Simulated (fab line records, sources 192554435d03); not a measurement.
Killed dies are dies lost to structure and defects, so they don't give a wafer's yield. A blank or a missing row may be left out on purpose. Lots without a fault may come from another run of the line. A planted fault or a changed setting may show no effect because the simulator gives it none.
Split-lot experiment | flow n5_finfet | 7 lots, 21 wafers read, on a route of 1938 steps

THE SPLIT
At N5_BEOL_M8_HM_DEP_02 (deposits TiN, target thk 20 nm), the setting target_thk_a was moved away from the recipe's 200 angstrom on 4 of the 21 wafers read, by -13.5% to +13.5%. The other wafers ran this setting at the recipe's value.

FROM THE SPLIT TO THE READING: what the file shows between them, 3 steps
- N5_BEOL_M8_DEVELOP_10: develop time 30 s (also split here: develop_time_s)
- N5_BEOL_M8_STRIP_68: strips in N2/H2
- N5_BEOL_M8_STRIP_67: strips in CF4

THE READING
etch.depth_nm (the simulator's own value, which no gauge read), in nm, at N5_BEOL_M8_HM_OPEN_17 (chemistry Cl2/BCl3, target TiN, target depth 20 nm, overetch 6 nm). The file gives no usual value for it. The 17 wafers here that ran the recipe average 19.92 nm, standard deviation 0.19 nm.

wafer  | tool, chamber at the split | target_thk_a as run, angstrom | against the recipe | etch.depth_nm, nm | against lot-mates on the recipe
L078.1 | pvd_sputter-01, -          | 200                           | recipe             | 19.8              | -
L078.2 | pvd_sputter-01, -          | 200                           | recipe             | 19.91             | -
L078.3 | pvd_sputter-01, -          | 200                           | recipe             | 20.05             | -
L074.2 | pvd_sputter-02, -          | 200                           | recipe             | 19.64             | -
L074.4 | pvd_sputter-02, -          | 189.4                         | -5.3%              | 18.59             | -1.05
L074.6 | pvd_sputter-02, -          | 189.4                         | -5.3%              | 19.1              | -0.54
L080.2 | pvd_sputter-01, -          | 200                           | recipe             | 19.84             | -
L080.3 | pvd_sputter-01, -          | 200                           | recipe             | 20.04             | -
L080.6 | pvd_sputter-01, -          | 226.9                         | +13.5%             | 22.5              | +2.56
L089.1 | pvd_sputter-01, -          | 200                           | recipe             | 19.8              | -
L089.4 | pvd_sputter-01, -          | 200                           | recipe             | 19.86             | -
L089.6 | pvd_sputter-01, -          | 200                           | recipe             | 20.13             | -
L094.1 | pvd_sputter-02, -          | 200                           | recipe             | 19.76             | -
L094.3 | pvd_sputter-02, -          | 200                           | recipe             | 19.97             | -
L094.4 | pvd_sputter-02, -          | 200                           | recipe             | 19.74             | -
L093.3 | pvd_sputter-01, -          | 200                           | recipe             | 20.19             | -
L093.4 | pvd_sputter-01, -          | 200                           | recipe             | 20.22             | -
L093.6 | pvd_sputter-01, -          | 173.1                         | -13.5%             | 17.17             | -3.03
L095.1 | pvd_sputter-03, -          | 200                           | recipe             | 19.53             | -
L095.4 | pvd_sputter-03, -          | 200                           | recipe             | 20.11             | -
L095.5 | pvd_sputter-03, -          | 200                           | recipe             | 20.03             | -

THE FIT
A straight line over all 21 wafers: etch.depth_nm changes by +0.198 nm for each +1% of target_thk_a; r = +0.98; the points scatter about the line by 0.2 nm.
The same after taking each lot's own level away (the mean of its wafers on the recipe; 21 wafers): +0.2 nm for each +1%; r = +0.98; scatter 0.2 nm.
On that fit, the largest move of target_thk_a shifts the reading by 2.7 nm.
The lots' own levels span 19.640 to 20.205 nm, that is 3.0 times the standard deviation above.
So the lot-to-lot level changes the slope little: the two slopes agree.
Check: with one of the wafers moved furthest among these (+13.5%) left out of the fit, the line predicts +2.84 nm for it against its lot-mates. It came out at +2.56 nm against them.

OTHER SPLITS ON THESE WAFERS
These wafers also went through other splits before the reading. Each is held against what the fit with the lots' levels taken away leaves over:
other split on the same wafers       | wafers away from the commonest value | r with etch.depth_nm (lot level and that fit taken away)
N5_BEOL_M5_EXPOSE_08 dose_mj         | 9                                    | +0.02
N5_BEOL_M5_DESCUM_16 time_s          | 7                                    | -0.21
N5_BEOL_M5_TRENCH_ETCH_37 bias_w     | 6                                    | +0.15
N5_BEOL_M6_ETCH_62 time_s            | 8                                    | +0.19
N5_BEOL_M6_COAT_22 spin_rpm          | 6                                    | -0.01
N5_BEOL_M8_DEVELOP_10 develop_time_s | 6                                    | -0.15

THE WHOLE CHAIN: every reading that the file lists as answering this split, in the file's order
step                  | what it does                                                      | reading                                                                          | change (the file's fit)               | r (the file's)
N5_BEOL_M8_HM_DEP_02  | deposits TiN, target thk 20 nm                                    | TiN_of_BEOL_M8_HM_DEP_02.thk_nm (the simulator's own value, which no gauge read) | +0.206 nm for each +1% of the setting | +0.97
N5_BEOL_M8_HM_OPEN_17 | chemistry Cl2/BCl3, target TiN, target depth 20 nm, overetch 6 nm | etch.depth_nm (the simulator's own value, which no gauge read)                   | +0.204 nm for each +1% of the setting | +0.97

THE FILE'S OWN FIT
etch.depth_nm changes by +0.204 nm for each +1% of target_thk_a, r = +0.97.
